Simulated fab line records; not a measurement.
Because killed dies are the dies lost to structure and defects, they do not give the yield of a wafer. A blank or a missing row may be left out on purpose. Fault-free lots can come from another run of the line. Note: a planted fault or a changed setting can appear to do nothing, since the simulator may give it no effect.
fab line records	flow nand_harc
record lots=24	wafers=72	last_day=33
route steps=1302 shown P_M2@334 P_BONDPAD@370 A_ONON_D1@443 A_CHANNEL_HOLE_D1@467
lots that met no fault: taken from a fault-free run of the same line
start_h: start of the lot's first displayed wafer, in hours after the record's first day	wait_h: hours elapsed since this lot's preceding step	" same as the row above	L1.1+2: one row covering several wafers at once	- no value, or no start given	* or withheld: withheld	< > ~ a bound
route shown NAME@n: NAME is a module with steps in the file, n the number in the route of the first one	usual: mean/standard deviation taken from wafers without a fault	same: alike in all rows	chamber/n: place in a boat	sites: per-site readings	_std_site: their standard deviation	_edge_site: the outer-site mean with the inner-site mean subtracted	radius_mm: how far each site lies from the wafer's centre	mask NAME#n: copy n	behind: tool/chamber where the wafer was last shaped	hold: reason for holding the lot/hours on hold/outcome of the hold	device: transistor that didn't switch, given as n, p or np	end of line: at the end of the route, the tests of the same wafers	a step with no rows: only its recipe	killed: count of dies lost to structure and defects at first sort (not the wafer's yield)	map: the dies of a wafer, with x for killed, . for not killed, _ for no die there
set.NAME: the setting the step ran with; set.NAME@STEP: the setting that earlier step ran with	model.NAME: the simulator's own value behind a step, which no gauge read
steps of the route over a sample of lots; a table a step, a row a wafer
services: a tool's chamber out of use, with start hour (start_h, from the record's first day; less than 0 if before it), hours out, and reason
## steps
# step NHARC_P_M2_CD_MEAS_16
# usual cd_nm=170.1/0.79
lot.wafer	tool	chamber	start_h	wait_h	cd_nm
L074.1	cd_sem-02	-	131.12	-	170.1
L074.5	"	-	"	"	170.3
L074.6	"	-	"	"	170.3
L075.2	cd_sem-03	-	138.52	-	170.4
L075.3	"	-	"	"	169.8
L075.5	"	-	"	"	170.6
L076.2	cd_sem-02	-	153.96	-	170.3
L076.4	"	-	"	"	171.1
L076.6	"	-	"	"	169.8
L077.1	cd_sem-02	-	156.13	-	170.5
L077.3	"	-	"	"	169.4
L077.4	"	-	"	"	170.6
L078.1	cd_sem-03	-	174.10	-	170.1
L078.2	"	-	"	"	169.5
L078.5	"	-	"	"	169.4
L079.1	cd_sem-02	-	182.20	-	171.7
L079.2	"	-	"	"	171.3
L079.5	"	-	"	"	169.8
L081.2	cd_sem-02	-	198.32	-	169.5
L081.4	"	-	"	"	170.4
L081.6	"	-	"	"	170.9
L080.2	cd_sem-02	-	201.85	-	170.1
L080.3	"	-	"	"	170.7
L080.5	"	-	"	"	169.7
L082.1	cd_sem-03	-	207.55	-	169.5
L082.2	"	-	"	"	169.9
L082.5	"	-	"	"	170.7
L083.2	cd_sem-03	-	222.60	-	169.9
L083.4	"	-	"	"	169.4
L083.6	"	-	"	"	170.4
L084.3	cd_sem-03	-	227.11	-	170.6
L084.4	"	-	"	"	169.0
L084.5	"	-	"	"	170.6
L085.2	cd_sem-02	-	238.85	-	170.1
L085.4	"	-	"	"	171.5
L085.6	"	-	"	"	169.6
L086.3	cd_sem-03	-	248.06	-	169.9
L086.5	"	-	"	"	170.1
L086.6	"	-	"	"	170.5
L088.1	cd_sem-03	-	274.15	-	170.4
L088.5	"	-	"	"	169.1
L088.6	"	-	"	"	169.0
L087.2	cd_sem-03	-	274.57	-	170.1
L087.3	"	-	"	"	170.2
L087.4	"	-	"	"	170.2
L089.3	cd_sem-02	-	281.83	-	170.1
L089.4	"	-	"	"	170.1
L089.5	"	-	"	"	170.3
L090.2	cd_sem-01	-	292.91	-	170.2
L090.3	"	-	"	"	171.2
L090.4	"	-	"	"	170.1
L091.2	cd_sem-01	-	308.05	-	169.8
L091.4	"	-	"	"	169.6
L091.6	"	-	"	"	169.5
L092.1	cd_sem-02	-	308.69	-	169.2
L092.3	"	-	"	"	169.8
L092.6	"	-	"	"	169.2
L093.1	cd_sem-02	-	320.24	-	170.4
L093.2	"	-	"	"	169.8
L093.4	"	-	"	"	170.5
L094.1	cd_sem-03	-	332.14	-	167.7
L094.2	"	-	"	"	169.8
L094.6	"	-	"	"	169.7
L095.3	cd_sem-02	-	337.29	-	168.3
L095.4	"	-	"	"	170.0
L095.6	"	-	"	"	168.9
L096.3	cd_sem-02	-	356.60	-	170.8
L096.4	"	-	"	"	171.4
L096.5	"	-	"	"	169.5
L097.3	cd_sem-03	-	363.23	-	169.9
L097.4	"	-	"	"	170.2
L097.5	"	-	"	"	170.8
# step NHARC_P_M2_PVD_21
# recipe target_thk_a=300	chamber_pressure_pa=5	power_w=5000	substrate_temp_c=30	time_s=20.49	material=Cu
# usual cathode_dc_power_W=5000.0/0.89	throttle_valve_pct=29.6/0.5
lot.wafer	tool	chamber	start_h	wait_h	cathode_dc_power_W	throttle_valve_pct
L074.1	pvd_sputter-02	-	-	-	4998.5	29.7
L074.5	"	-	"	"	4999.5	28.6
L074.6	"	-	"	"	4998.6	30.0
L075.2	pvd_sputter-03	-	-	-	4999.0	29.2
L075.3	"	-	"	"	4997.9	30.6
L075.5	"	-	"	"	4999.6	30.1
L076.2	pvd_sputter-01	-	-	-	4999.9	30.4
L076.4	"	-	"	"	5000.3	29.0
L076.6	"	-	"	"	5000.6	30.6
L077.1	pvd_sputter-01	-	-	-	5000.5	29.3
L077.3	"	-	"	"	5000.7	30.4
L077.4	"	-	"	"	4999.6	29.0
L078.1	pvd_sputter-01	-	-	-	4998.9	29.8
L078.2	"	-	"	"	4999.7	30.4
L078.5	"	-	"	"	5000.1	29.0
L079.1	pvd_sputter-03	-	183.20	-	5000.9	29.5
L079.2	"	-	"	"	5000.7	29.4
L079.5	"	-	"	"	4999.4	29.6
L081.2	pvd_sputter-03	-	-	-	4999.8	30.4
L081.4	"	-	"	"	5000.8	29.5
L081.6	"	-	"	"	4998.8	30.4
L080.2	pvd_sputter-01	-	-	-	5000.8	29.6
L080.3	"	-	"	"	4999.6	29.0
L080.5	"	-	"	"	4999.0	29.4
L082.1	pvd_sputter-02	-	-	-	5000.0	28.4
L082.2	"	-	"	"	5000.0	29.5
L082.5	"	-	"	"	5000.0	29.9
L083.4	pvd_sputter-02	-	-	-	5000.2	29.6
L083.2	"	-	"	"	4999.5	29.9
L083.6	"	-	"	"	4999.5	28.5
L084.3	pvd_sputter-02	-	-	-	4998.9	29.8
L084.4	"	-	"	"	4999.4	28.9
L084.5	"	-	"	"	4999.3	29.8
L085.2	pvd_sputter-02	-	-	-	5001.9	29.9
L085.4	"	-	"	"	5000.1	29.5
L085.6	"	-	"	"	4998.7	29.6
L086.3	pvd_sputter-02	-	-	-	5000.3	28.6
L086.6	"	-	"	"	5000.0	29.5
L086.5	"	-	"	"	5000.0	29.6
L088.1	pvd_sputter-03	-	-	-	4999.5	29.2
L088.5	"	-	"	"	5000.1	29.9
L088.6	"	-	"	"	5001.2	29.4
L087.3	pvd_sputter-01	-	-	-	5001.1	29.6
L087.4	"	-	"	"	4999.6	29.8
L087.2	"	-	"	"	4999.3	28.9
L089.3	pvd_sputter-03	-	-	-	5001.6	30.6
L089.4	"	-	"	"	4999.5	28.8
L089.5	"	-	"	"	5000.0	30.3
L090.3	pvd_sputter-02	-	-	-	4997.2	29.8
L090.2	"	-	"	"	5000.1	30.0
L090.4	"	-	"	"	4999.1	29.7
L091.2	pvd_sputter-01	-	-	-	5000.2	30.0
L091.4	"	-	"	"	4999.1	28.9
L091.6	"	-	"	"	5002.5	28.6
L092.3	pvd_sputter-02	-	-	-	4999.7	29.8
L092.1	"	-	"	"	5000.1	29.7
L092.6	"	-	"	"	4998.8	29.9
L093.4	pvd_sputter-01	-	-	-	4999.7	29.5
L093.2	"	-	"	"	5001.1	30.1
L093.1	"	-	"	"	5000.6	29.1
L094.2	pvd_sputter-03	-	-	-	4998.8	29.2
L094.1	"	-	"	"	4999.6	30.4
L094.6	"	-	"	"	4999.9	30.4
L095.3	pvd_sputter-02	-	-	-	4999.9	30.2
L095.4	"	-	"	"	4998.9	29.6
L095.6	"	-	"	"	5000.6	30.2
L096.3	pvd_sputter-02	-	-	-	5000.4	29.7
L096.4	"	-	"	"	5000.2	29.7
L096.5	"	-	"	"	4997.8	29.8
L097.3	pvd_sputter-01	-	-	-	4999.8	29.2
L097.4	"	-	"	"	4998.2	29.6
L097.5	"	-	"	"	5002.7	29.6
# step NHARC_P_BONDPAD_CD_MEAS_13
# usual cd_nm=499.1/1.9
lot.wafer	tool	chamber	start_h	wait_h	cd_nm
L074.1	cd_sem-03	-	135.83	-	498.7
L074.5	"	-	"	"	500.6
L074.6	"	-	"	"	497.3
L075.2	cd_sem-03	-	143.42	-	497.2
L075.3	"	-	"	"	498.2
L075.5	"	-	"	"	501.5
L076.2	cd_sem-02	-	158.58	-	499.3
L076.4	"	-	"	"	501.4
L076.6	"	-	"	"	500.1
L077.1	cd_sem-03	-	160.62	-	499.8
L077.3	"	-	"	"	500.7
L077.4	"	-	"	"	501.0
L078.1	cd_sem-03	-	178.68	-	500.7
L078.2	"	-	"	"	502.2
L078.5	"	-	"	"	499.9
L079.1	cd_sem-02	-	186.70	-	500.5
L079.2	"	-	"	"	499.9
L079.5	"	-	"	"	501.8
L081.2	cd_sem-03	-	202.92	-	500.1
L081.4	"	-	"	"	498.2
L081.6	"	-	"	"	497.6
L080.2	cd_sem-03	-	206.67	-	498.5
L080.3	"	-	"	"	498.8
L080.5	"	-	"	"	497.8
L082.1	cd_sem-03	-	212.03	-	500.4
L082.2	"	-	"	"	497.8
L082.5	"	-	"	"	499.3
L083.2	cd_sem-01	-	227.19	-	494.2
L083.4	"	-	"	"	495.8
L083.6	"	-	"	"	497.0
L084.3	cd_sem-02	-	231.68	-	500.5
L084.4	"	-	"	"	501.0
L084.5	"	-	"	"	499.9
L085.2	cd_sem-02	-	243.29	-	497.2
L085.4	"	-	"	"	498.8
L085.6	"	-	"	"	498.3
L086.3	cd_sem-03	-	252.79	-	498.0
L086.5	"	-	"	"	502.0
L086.6	"	-	"	"	498.3
L088.1	cd_sem-03	-	278.86	-	496.8
L088.5	"	-	"	"	499.6
L088.6	"	-	"	"	495.8
L087.2	cd_sem-02	-	279.17	-	501.0
L087.3	"	-	"	"	500.2
L087.4	"	-	"	"	501.7
L089.3	cd_sem-02	-	286.72	-	500.3
L089.4	"	-	"	"	500.3
L089.5	"	-	"	"	498.4
L090.2	cd_sem-02	-	297.49	-	499.5
L090.3	"	-	"	"	500.4
L090.4	"	-	"	"	497.3
L091.2	cd_sem-03	-	312.63	-	498.1
L091.4	"	-	"	"	499.3
L091.6	"	-	"	"	495.0
L092.1	cd_sem-01	-	313.14	-	499.1
L092.3	"	-	"	"	500.7
L092.6	"	-	"	"	498.9
L093.1	cd_sem-01	-	324.75	-	497.3
L093.2	"	-	"	"	499.6
L093.4	"	-	"	"	498.5
L094.1	cd_sem-03	-	336.71	-	501.8
L094.2	"	-	"	"	502.4
L094.6	"	-	"	"	501.5
L095.3	cd_sem-01	-	341.88	-	497.8
L095.4	"	-	"	"	496.8
L095.6	"	-	"	"	498.7
L096.3	cd_sem-01	-	361.19	-	498.9
L096.4	"	-	"	"	502.7
L096.5	"	-	"	"	500.2
L097.3	cd_sem-02	-	367.80	-	497.3
L097.4	"	-	"	"	497.5
L097.5	"	-	"	"	498.1
# step NHARC_P_BONDPAD_PRE_CLEAN_26
# recipe time_s=30	temp_c=280	gas=H2/He
# usual heater_power_w=408/26
lot.wafer	tool	chamber	start_h	wait_h	heater_power_w
L074.1	pvd_sputter-03	-	-	-	453
L074.5	"	-	"	"	395
L074.6	"	-	"	"	392
L075.3	pvd_sputter-01	-	-	-	415
L075.2	"	-	"	"	388
L075.5	"	-	"	"	429
L076.4	pvd_sputter-01	-	-	-	410
L076.2	"	-	"	"	402
L076.6	"	-	"	"	385
L077.4	pvd_sputter-02	-	-	-	437
L077.1	"	-	"	"	391
L077.3	"	-	"	"	406
L078.1	pvd_sputter-01	-	-	-	408
L078.2	"	-	"	"	434
L078.5	"	-	"	"	401
L079.2	pvd_sputter-03	-	-	-	471
L079.1	"	-	"	"	417
L079.5	"	-	"	"	376
L081.2	pvd_sputter-03	-	-	-	407
L081.4	"	-	"	"	401
L081.6	"	-	"	"	470
L080.2	pvd_sputter-01	-	-	-	387
L080.3	"	-	"	"	403
L080.5	"	-	"	"	443
L082.2	pvd_sputter-03	-	-	-	365
L082.1	"	-	"	"	467
L082.5	"	-	"	"	360
L083.4	pvd_sputter-03	-	-	-	394
L083.2	"	-	"	"	367
L083.6	"	-	"	"	471
L084.3	pvd_sputter-03	-	-	-	404
L084.4	"	-	"	"	376
L084.5	"	-	"	"	419
L085.4	pvd_sputter-03	-	-	-	459
L085.2	"	-	"	"	393
L085.6	"	-	"	"	460
L086.3	pvd_sputter-02	-	-	-	448
L086.6	"	-	"	"	411
L086.5	"	-	"	"	396
L088.1	pvd_sputter-02	-	-	-	411
L088.5	"	-	"	"	400
L088.6	"	-	"	"	393
L087.4	pvd_sputter-03	-	-	-	455
L087.3	"	-	"	"	419
L087.2	"	-	"	"	372
L089.3	pvd_sputter-01	-	-	-	408
L089.4	"	-	"	"	439
L089.5	"	-	"	"	411
L090.2	pvd_sputter-01	-	-	-	401
L090.3	"	-	"	"	382
L090.4	"	-	"	"	398
L091.2	pvd_sputter-02	-	-	-	386
L091.4	"	-	"	"	401
L091.6	"	-	"	"	390
L092.3	pvd_sputter-01	-	-	-	382
L092.1	"	-	"	"	444
L092.6	"	-	"	"	396
L093.4	pvd_sputter-02	-	-	-	386
L093.1	"	-	"	"	431
L093.2	"	-	"	"	422
L094.2	pvd_sputter-03	-	-	-	413
L094.1	"	-	"	"	359
L094.6	"	-	"	"	412
L095.4	pvd_sputter-01	-	-	-	397
L095.3	"	-	"	"	446
L095.6	"	-	"	"	388
L096.3	pvd_sputter-01	-	-	-	435
L096.4	"	-	"	"	399
L096.5	"	-	"	"	440
L097.4	pvd_sputter-02	-	-	-	391
L097.3	"	-	"	"	425
L097.5	"	-	"	"	389
# step NHARC_A_ONON_D1_THK_MEAS_27
# recipe thk_meas_gauge=ellipsometry
# usual thk_nm=999/7.3
lot.wafer	tool	chamber	start_h	wait_h	thk_nm
L074.1	film_metro-02	-	178.12	-	992
L074.5	"	-	"	"	994
L074.6	"	-	"	"	993
L075.2	film_metro-01	-	178.13	-	995
L075.3	"	-	"	"	996
L075.5	"	-	"	"	996
L076.2	film_metro-01	-	197.07	-	1009
L076.4	"	-	"	"	1011
L076.6	"	-	"	"	1007
L077.1	film_metro-01	-	197.09	-	1003
L077.3	"	-	"	"	1002
L077.4	"	-	"	"	1002
L078.1	film_metro-02	-	216.16	-	1005
L078.2	"	-	"	"	1006
L078.5	"	-	"	"	1006
L079.1	film_metro-02	-	224.44	-	1002
L079.2	"	-	"	"	1003
L079.5	"	-	"	"	1002
L081.2	film_metro-02	-	241.55	-	1003
L081.4	"	-	"	"	1001
L081.6	"	-	"	"	1003
L082.1	film_metro-01	-	249.43	-	993
L082.2	"	-	"	"	993
L082.5	"	-	"	"	991
L080.2	film_metro-02	-	249.44	-	999
L080.3	"	-	"	"	1001
L080.5	"	-	"	"	1000
L084.3	film_metro-02	-	269.10	-	1003
L084.4	"	-	"	"	1004
L084.5	"	-	"	"	1003
L083.2	film_metro-01	-	269.11	-	1012
L083.4	"	-	"	"	1011
L083.6	"	-	"	"	1014
L085.2	film_metro-01	-	280.15	-	988
L085.4	"	-	"	"	986
L085.6	"	-	"	"	988
L086.3	film_metro-01	-	290.04	-	990
L086.5	"	-	"	"	990
L086.6	"	-	"	"	993
L088.1	film_metro-01	-	318.69	-	991
L088.5	"	-	"	"	990
L088.6	"	-	"	"	991
L087.2	film_metro-01	-	318.90	-	1004
L087.3	"	-	"	"	1006
L087.4	"	-	"	"	1008
L089.3	film_metro-01	-	328.34	-	1003
L089.4	"	-	"	"	1005
L089.5	"	-	"	"	1003
L090.2	film_metro-02	-	341.81	-	1004
L090.3	"	-	"	"	1003
L090.4	"	-	"	"	1004
L091.2	film_metro-02	-	351.99	-	999
L091.4	"	-	"	"	999
L091.6	"	-	"	"	999
L092.1	film_metro-01	-	352.00	-	998
L092.3	"	-	"	"	1001
L092.6	"	-	"	"	999
L093.1	film_metro-01	-	363.51	-	1009
L093.2	"	-	"	"	1009
L093.4	"	-	"	"	1009
L094.1	film_metro-01	-	373.59	-	997
L094.2	"	-	"	"	998
L094.6	"	-	"	"	996
L095.3	film_metro-01	-	381.76	-	990
L095.4	"	-	"	"	992
L095.6	"	-	"	"	991
L096.3	film_metro-02	-	398.25	-	989
L096.4	"	-	"	"	989
L096.5	"	-	"	"	989
L097.3	film_metro-01	-	413.55	-	988
L097.4	"	-	"	"	987
L097.5	"	-	"	"	986
# step NHARC_A_CHANNEL_HOLE_D1_ETCH_39
# recipe target_depth_a=2600	over_etch_frac=0.3	time_s=325	ion_energy_ev=200	n2_flow_sccm=150	h2_flow_sccm=150	ar_flow_sccm=0	rf_w=400	bias_w=150	chemistry=N2/H2
# usual bias_w=150.0/0.46	drypump_motor_current_A=5.6/0.51	oes_product_au=0.997/0.011	rf_fwd_power_W=398.9/1.2	rf_vpp_V=431.2/2.4	showerhead_plenum_p_Torr=2.06/0.08	throttle_valve_pct=14.173/0.0085
lot.wafer	tool	chamber	start_h	wait_h	bias_w	drypump_motor_current_A	oes_product_au	rf_fwd_power_W	rf_hours_counter_h	rf_vpp_V	showerhead_plenum_p_Torr	throttle_valve_pct
L075.2	rie_diel-09	3	184.36	0.1	150.5	4.8	0.986	398.1	2	431.4	2.03	14.159
L075.3	"	2	"	"	149.4	5.7	0.992	398.6	-	433.9	2.16	14.176
L075.5	"	3	"	"	149.9	4.8	0.987	397.8	-	430.7	2.03	14.172
L074.1	rie_diel-09	3	185.70	0.8	149.1	4.8	0.984	400.5	3	429.7	2.03	14.169
L074.5	"	2	"	"	149.9	5.7	0.982	398.8	-	434.7	2.16	14.171
L074.6	"	3	"	"	149.5	4.8	0.985	400.2	-	430.0	2.03	14.170
L076.4	rie_diel-09	1	-	-	149.4	6.3	1.030	399.3	2	434.1	2.14	14.172
L076.2	"	2	"	"	149.8	5.8	0.985	398.1	5	434.2	2.16	14.173
L076.6	"	0	"	"	150.3	5.7	1.001	397.7	-	432.8	2.12	14.188
L077.3	rie_diel-07	1	-	-	150.5	6.6	1.010	398.7	23	432.0	2.15	14.164
L077.1	"	2	"	"	150.6	5.9	1.009	397.5	28	429.2	2.00	14.167
L077.4	"	0	"	"	151.1	5.8	1.011	397.6	29	428.6	2.00	14.165
L078.2	rie_diel-09	0	-	-	149.6	5.6	1.012	398.4	3	434.0	2.12	14.171
L078.1	"	2	"	"	150.1	5.7	0.982	398.9	7	433.8	2.15	14.165
L078.5	"	2	"	"	149.8	5.8	0.992	398.7	-	433.8	2.16	14.192
L079.2	rie_diel-09	2	-	-	149.4	5.7	0.986	399.0	8	432.4	2.15	14.169
L079.1	"	0	"	"	150.0	5.6	1.003	396.9	4	434.6	2.12	14.175
L079.5	"	2	"	"	150.0	5.7	0.994	400.0	-	433.4	2.15	14.166
L081.2	rie_diel-09	2	-	-	150.0	5.7	0.997	398.1	10	432.3	2.15	14.179
L081.4	"	3	"	"	150.7	4.8	0.975	397.8	8	430.4	2.03	14.167
L081.6	"	3	"	"	150.7	4.8	0.975	398.6	-	430.5	2.03	14.170
L082.2	rie_diel-09	0	-	-	150.5	5.6	1.006	399.6	6	432.3	2.12	14.165
L082.1	"	3	"	"	149.4	4.8	0.986	397.8	9	429.9	2.03	14.177
L082.5	"	2	"	"	149.6	5.7	0.997	397.9	-	431.8	2.15	14.182
L080.2	rie_diel-09	3	-	-	150.4	4.9	0.979	398.4	10	431.0	2.03	14.182
L080.3	"	2	"	"	149.9	5.7	0.981	399.8	12	434.0	2.15	14.166
L080.5	"	0	"	"	150.4	5.6	0.997	399.6	-	433.2	2.12	14.156
L083.2	rie_diel-09	0	-	-	149.9	5.6	1.008	398.6	8	433.9	2.12	14.168
L083.6	"	2	"	"	150.4	5.7	1.003	400.6	-	434.2	2.15	14.163
L083.4	"	3	"	"	150.0	4.8	0.985	400.7	-	430.0	2.03	14.174
L084.3	rie_diel-09	3	-	-	150.1	4.9	0.970	396.2	12	429.6	2.03	14.167
L084.5	"	2	"	"	151.0	5.8	1.002	397.0	-	433.8	2.15	14.175
L084.4	"	3	"	"	149.7	4.8	0.982	395.6	-	429.0	2.03	14.156
L085.2	rie_diel-09	3	-	-	149.9	4.9	0.982	399.5	13	430.3	2.03	14.167
L085.4	"	0	"	"	150.1	5.6	0.990	398.9	-	434.6	2.12	14.167
L085.6	"	2	"	"	149.9	5.8	1.004	397.6	-	432.3	2.15	14.162
L086.3	rie_diel-09	3	-	-	150.1	4.9	0.975	398.6	15	431.0	2.03	14.172
L086.5	"	2	"	"	149.9	5.8	0.992	402.0	-	433.9	2.15	14.177
L086.6	"	3	"	"	149.9	4.8	0.986	399.1	-	430.6	2.03	14.171
L088.1	rie_diel-03	2	-	-	151.0	6.2	1.014	399.5	12	430.2	2.02	14.171
L088.6	"	1	"	"	149.5	5.2	1.005	397.1	-	431.4	2.03	14.164
L088.5	"	2	"	"	150.0	6.2	1.007	399.3	-	430.9	2.02	14.179
L087.2	rie_diel-03	0	-	-	150.3	6.4	0.986	397.9	11	428.2	1.91	14.171
L087.4	"	2	"	"	149.8	6.2	1.006	398.3	12	427.1	2.02	14.157
L087.3	"	3	"	"	150.4	6.0	1.011	399.5	10	431.7	2.06	14.175
L089.4	rie_diel-03	3	-	-	149.6	6.0	1.007	398.7	13	430.7	2.06	14.170
L089.3	"	0	"	"	150.0	6.4	0.984	399.5	15	427.9	1.91	14.176
L089.5	"	3	"	"	149.5	6.0	1.015	396.9	-	431.0	2.06	14.178
L090.2	rie_diel-07	0	-	-	149.7	5.8	0.993	398.8	11	429.5	1.98	14.183
L090.3	"	2	"	"	149.9	5.9	1.007	397.7	12	429.2	1.99	14.165
L090.4	"	2	"	"	149.5	5.9	1.014	398.1	-	429.1	1.99	14.163
L091.2	rie_diel-09	3	-	-	149.7	4.9	0.994	399.3	2	430.0	2.03	14.175
L091.6	"	2	"	"	149.6	5.7	0.991	400.1	-	434.2	2.15	14.186
L091.4	"	0	"	"	149.8	5.6	1.003	397.4	-	432.4	2.12	14.175
L092.3	rie_diel-03	3	-	-	149.8	6.0	1.003	397.2	22	431.9	2.05	14.173
L092.1	"	0	"	"	150.3	6.4	0.997	400.2	28	427.5	1.91	14.175
L092.6	"	2	"	"	149.9	6.2	1.003	399.2	-	430.4	2.01	14.168
L093.4	rie_diel-03	0	-	-	150.2	6.4	0.994	400.3	31	428.5	1.91	14.172
L093.1	"	1	"	"	150.1	5.1	0.994	399.2	37	429.0	2.02	14.163
L093.2	"	3	"	"	150.0	6.0	1.009	399.3	25	430.9	2.05	14.171
L094.2	rie_diel-07	3	-	-	150.2	5.7	0.999	402.7	23	427.1	1.88	14.184
L094.1	"	2	"	"	150.2	5.9	0.996	402.5	24	429.6	1.98	14.169
L094.6	"	3	"	"	150.7	5.7	0.991	401.2	-	424.9	1.88	14.182
L095.3	rie_diel-09	2	-	-	150.0	5.7	0.992	399.3	3	433.3	2.15	14.179
L095.4	"	3	"	"	150.0	4.8	0.988	400.0	4	430.2	2.02	14.170
L095.6	"	2	"	"	150.7	5.7	0.991	397.7	-	432.9	2.15	14.159
L096.3	rie_diel-09	2	-	-	149.0	5.7	0.983	398.0	5	434.9	2.15	14.172
L096.4	"	3	"	"	150.3	4.8	0.989	397.8	5	428.5	2.03	14.171
L096.5	"	3	"	"	149.4	4.9	0.990	397.1	-	429.1	2.03	14.182
L097.3	rie_diel-07	2	-	-	150.6	5.9	1.000	398.7	34	428.8	1.98	14.168
L097.4	"	1	"	"	149.3	6.6	0.997	397.7	22	433.9	2.13	14.174
L097.5	"	3	"	"	150.8	5.7	1.006	400.1	-	425.3	1.88	14.183
## services
tool	chamber	start_h	hours	kind
pvd_sputter-01	-	114.29	1.3	repair
rie_diel-09	-	143.10	9.0	pm
pvd_sputter-03	-	170.00	10.0	pm
rie_diel-09	1	180.14	17.5	repair
rie_diel-09	0	183.94	16.0	repair
rie_diel-09	3	217.30	9.9	repair
pvd_sputter-03	-	218.43	7.8	repair
pvd_sputter-01	-	226.36	10.0	pm
rie_diel-03	0	237.81	4.4	repair
rie_diel-09	1	255.39	4.3	repair
rie_diel-03	3	261.51	4.8	repair
rie_diel-09	1	266.29	18.7	repair
rie_diel-03	-	281.30	9.0	pm
pvd_sputter-02	-	282.00	10.0	pm
pvd_sputter-03	-	288.41	0.7	repair
pvd_sputter-03	-	290.30	1.0	repair
pvd_sputter-03	-	311.67	5.5	repair
rie_diel-09	-	320.10	9.0	pm
pvd_sputter-03	-	348.00	10.0	pm
rie_diel-09	1	349.39	13.8	repair
pvd_sputter-01	-	357.29	2.0	repair
rie_diel-09	3	373.33	1.9	repair
pvd_sputter-01	-	404.36	10.0	pm
rie_diel-09	3	418.48	2.7	repair
## key
fault none
